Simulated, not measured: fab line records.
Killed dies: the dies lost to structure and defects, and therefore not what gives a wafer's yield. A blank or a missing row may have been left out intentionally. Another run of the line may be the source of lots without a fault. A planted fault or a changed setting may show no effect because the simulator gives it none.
Which of the tools did it? ; flow nand harc ; 15 lots with 45 wafers sampled at 4 steps, on a route of 1302 steps

## WHAT THE GAUGES READ, wafer by wafer
Not one reading of a measure or inspect step in the record can be checked against a usual standard deviation.

## WHICH TOOL RAN EACH LOT (tool, then ch and the chambers of the sampled wafers, then the start)
lot;NHARC_A_CONTACT_ETCH_102;NHARC_A_CONTACT_DEP_57;NHARC_A_CONTACT_ETCH_77;NHARC_A_CONTACT_ETCH_131
L228;rie diel-04 ch 0,3, day 21 16:28;acl dep-03 ch 0, day 21 19:33;rie diel-04 ch 0,3, day 21 23:44;har cap etch-03 ch 0,1, day 22 02:01
L229;rie diel-03 ch 0,1,3, day 22 09:38;acl dep-02 ch 0, day 22 11:11;rie diel-04 ch 0,3, day 22 15:23;har cap etch-01 ch 0,1, day 22 18:06
L231;rie diel-04 ch 2,3, day 22 20:31;acl dep-02 ch 0, day 22 23:19;rie diel-02 ch 2,3, day 23 04:14;har cap etch-02 ch 0, day 23 06:51
L232;rie diel-03 ch 2,3, day 23 05:56;acl dep-01 ch 0, day 23 06:40;rie diel-02 ch 0,3, day 23 11:12;har cap etch-01 ch 0,1, day 23 13:31
L230;rie diel-02 ch 2,3, day 23 05:59;acl dep-02 ch 0, day 23 07:04;rie diel-03 ch 0,2,3, day 23 11:44;har cap etch-02 ch 0,1, day 23 14:01
L234;rie diel-04 ch 0,2,3, day 24 04:29;acl dep-03 ch 0, day 24 09:15;rie diel-04 ch 1,2,3, day 24 13:45;har cap etch-03 ch 0,1, day 24 16:02
L239;rie diel-04 ch 0,2, day 26 05:27;acl dep-02 ch 0, day 26 06:07;rie diel-04 ch 0,1,3, day 26 10:41;har cap etch-01 ch 0,1, day 26 14:14
L238;rie diel-02 ch 0,2, day 26 11:10;acl dep-01 ch 0, day 26 17:09;rie diel-02 ch 0,2, day 26 20:43;har cap etch-03 ch 0,1, day 26 23:03
L240;rie diel-02 ch 1,2, day 26 12:05;acl dep-01 ch 0, day 26 20:20;rie diel-04 ch 0,3, day 26 23:50;har cap etch-01 ch 0,1, day 27 02:10
L244;rie diel-03 ch 1,2,3, day 28 09:30;acl dep-01 ch 0, day 28 12:55;rie diel-02 ch 1,2,3, day 28 15:52;har cap etch-03 ch 0,1, day 28 18:14
L246;rie diel-03 ch 0,2,3, day 29 01:58;acl dep-02 ch 0, day 29 03:26;rie diel-03 ch 0,1,3, day 29 08:05;har cap etch-01 ch 0,1, day 29 10:23
L247;rie diel-04 ch 2,3, day 29 16:12;acl dep-01 ch 0, day 29 20:20;rie diel-03 ch 0,1,2, day 30 00:49;har cap etch-02 ch 0,1, day 30 03:07
L248;rie diel-04 ch 1,3, day 30 03:53;acl dep-02 ch 0, day 30 05:09;rie diel-04 ch 2,3, day 30 09:26;har cap etch-03 ch 0,1, day 30 11:44
L249;rie diel-04 ch 0,3, day 30 07:09;acl dep-03 ch 0, day 30 10:20;rie diel-02 ch 1,2,3, day 30 13:29;har cap etch-03 ch 0,1, day 30 15:48
L251;rie diel-04 ch 0,1,3, day 31 16:53;acl dep-02 ch 0, day 31 21:22;rie diel-04 ch 1,2,3, day 32 02:05;har cap etch-02 ch 0,1, day 32 04:22
- NHARC_A_CONTACT_ETCH_102: etches the open film in CF4/O2, target depth 100 nm, overetch 10 nm, time 55 s.
- NHARC_A_CONTACT_DEP_57: deposits aC, target thk 5300 nm.
- NHARC_A_CONTACT_ETCH_77: etches the open film in CF4/CHF3, target depth 108.9 nm, time 54.5 s.
- NHARC_A_CONTACT_ETCH_131: etches the open film in C4F8/O2/Ar, time 197 s, target depth 1918 nm.

## WHAT THE TOOLS THEMSELVES READ (means of the sampled wafers that have a number; where no wafer has one, the mark that the record gives instead)
NHARC_A_CONTACT_ETCH_102. Usual: bias w 100.0 W (standard deviation 0.31); cf4 flow sccm 80.00 sccm (standard deviation 0.23); drypump motor current A 5.8 A (standard deviation 0.34); oes product au 1.001 a.u. (standard deviation 0.01); rf vpp V 197.4 V (standard deviation 1.3); showerhead plenum p Torr 1.32 Torr (standard deviation 0.05); throttle valve pct 13.397 % (standard deviation 0.0099).
lot;tool;bias w (W);cf4 flow sccm (sccm);drypump motor current A (A);oes product au (a.u.);rf vpp V (V);showerhead plenum p Torr (Torr);throttle valve pct (%);flag
L228;rie diel-04;99.7;80.17;5.6;1.006;196.9;1.29;13.393;
L229;rie diel-03;99.9;80.04;5.9;0.993;198.9;1.35;13.395;
L231;rie diel-04;100.2;80.09;5.7;1.010;198.8;1.36;13.395;
L232;rie diel-03;99.6;79.70;6.4;0.989;196.5;1.30;13.388;
L230;rie diel-02;100.1;80.16;6.0;1.012;196.6;1.27;13.408;
L234;rie diel-04;99.9;79.88;5.8;0.995;197.3;1.33;13.395;
L239;rie diel-04;100.0;79.87;5.8;1.000;197.0;1.29;13.400;
L238;rie diel-02;100.3;79.78;5.9;1.007;196.4;1.28;13.393;
L240;rie diel-02;100.2;80.18;5.9;0.995;195.4;1.26;13.400;
L244;rie diel-03;99.9;79.98;6.2;1.001;198.5;1.38;13.398;
L246;rie diel-03;99.9;80.24;6.2;0.997;199.1;1.36;13.392;
L247;rie diel-04;99.9;79.97;5.7;1.002;198.1;1.36;13.402;
L248;rie diel-04;100.2;80.02;5.6;1.000;197.7;1.31;13.399;
L249;rie diel-04;99.7;80.17;5.5;1.008;198.2;1.32;13.394;
L251;rie diel-04;100.2;79.98;5.6;1.007;197.4;1.30;13.401;

NHARC_A_CONTACT_DEP_57. Usual: throttle valve pct reads 35.001 % (standard deviation 0.0083).
lot;tool;throttle valve pct (%);flag
L228;acl dep-03;35.002;
L229;acl dep-02;35.006;
L231;acl dep-02;34.995;
L232;acl dep-01;35.002;
L230;acl dep-02;35.004;
L234;acl dep-03;34.994;
L239;acl dep-02;34.997;
L238;acl dep-01;35.007;
L240;acl dep-01;34.999;
L244;acl dep-01;34.997;
L246;acl dep-02;35.005;
L247;acl dep-01;35.005;
L248;acl dep-02;35.006;
L249;acl dep-03;35.005;
L251;acl dep-02;35.000;

NHARC_A_CONTACT_ETCH_77. Usual: bias w 199.8 W (standard deviation 0.58); cf4 flow sccm 100.00 sccm (standard deviation 0.3); drypump motor current A 5.9 A (standard deviation 0.35); oes product au 0.937 a.u. (standard deviation 0.021); rf vpp V 370.0 V (standard deviation 2.1); showerhead plenum p Torr 1.55 Torr (standard deviation 0.059); throttle valve pct 16.803 % (standard deviation 0.0083).
lot;tool;bias w (W);cf4 flow sccm (sccm);drypump motor current A (A);oes product au (a.u.);rf vpp V (V);showerhead plenum p Torr (Torr);throttle valve pct (%);flag
L228;rie diel-04;200.6;100.11;5.6;0.923;368.2;1.52;16.804;
L229;rie diel-04;199.5;100.04;5.6;0.974;368.1;1.52;16.811;
L231;rie diel-02;199.5;100.21;6.1;0.924;368.5;1.52;16.799;
L232;rie diel-02;200.2;99.86;5.9;0.927;371.6;1.56;16.807;
L230;rie diel-03;199.9;100.12;6.2;0.920;369.0;1.54;16.803;
L234;rie diel-04;199.6;99.93;5.8;0.928;371.3;1.58;16.797;
L239;rie diel-04;-;-;-;-;-;-;-;OFF
L238;rie diel-02;-;-;-;-;-;-;-;OFF
L240;rie diel-04;-;-;-;-;-;-;-;OFF
L244;rie diel-02;199.8;100.23;6.0;0.925;367.9;1.50;16.804;
L246;rie diel-03;200.3;99.87;5.9;0.929;370.5;1.57;16.805;
L247;rie diel-03;200.1;99.97;6.0;0.959;371.3;1.62;16.813;
L248;rie diel-04;199.1;99.93;6.0;0.914;371.9;1.60;16.798;
L249;rie diel-02;199.7;99.96;6.0;0.920;367.9;1.50;16.806;
L251;rie diel-04;199.7;100.19;5.8;0.921;370.5;1.58;16.802;

NHARC_A_CONTACT_ETCH_131. Usual: chamber pressure mTorr 20.001 mTorr, standard deviation 0.017; oes air line au 1.000 a.u., standard deviation 0.02.
lot;tool;chamber pressure mTorr (mTorr);oes air line au (a.u.);flag
L228;har cap etch-03;19.992;0.984;
L229;har cap etch-01;19.994;0.995;
L231;har cap etch-02;19.987;1.006;
L232;har cap etch-01;20.000;1.002;
L230;har cap etch-02;19.998;0.981;
L234;har cap etch-03;19.993;0.989;
L239;har cap etch-01;20.009;1.006;
L238;har cap etch-03;20.005;1.013;
L240;har cap etch-01;20.009;0.984;
L244;har cap etch-03;20.000;1.009;
L246;har cap etch-01;19.999;0.997;
L247;har cap etch-02;19.998;0.988;
L248;har cap etch-03;20.006;0.994;
L249;har cap etch-03;19.998;0.991;
L251;har cap etch-02;20.010;0.992;

## THE ANSWER, worked out from the rows above alone
Rule: take the mean of a lot's wafers that have a number; if it is more than 3 standard deviations from the usual mean, the lot is off. A lot without any number at a reading at which 4 lots or more have one is off too. Any other lot the step has rows for is counted as sound. The gauges are gone through in route order, then the tools' own readings, and for those a lot's mean is taken as printed above. At the first step where some lot is off, the reading lying furthest off is the one used; lots without a number count as furthest.
Off: L239, L238, L240 (NHARC_A_CONTACT_ETCH_77, bias w). Without a number there: L239, L238, L240.
If a tool, at that step or one of the process steps before it, ran each lot that is off and ran no sound lot following the first of them, it fits. None of those tried fits.

## WHAT HAD BEEN PUT IN BY THE SIMULATOR
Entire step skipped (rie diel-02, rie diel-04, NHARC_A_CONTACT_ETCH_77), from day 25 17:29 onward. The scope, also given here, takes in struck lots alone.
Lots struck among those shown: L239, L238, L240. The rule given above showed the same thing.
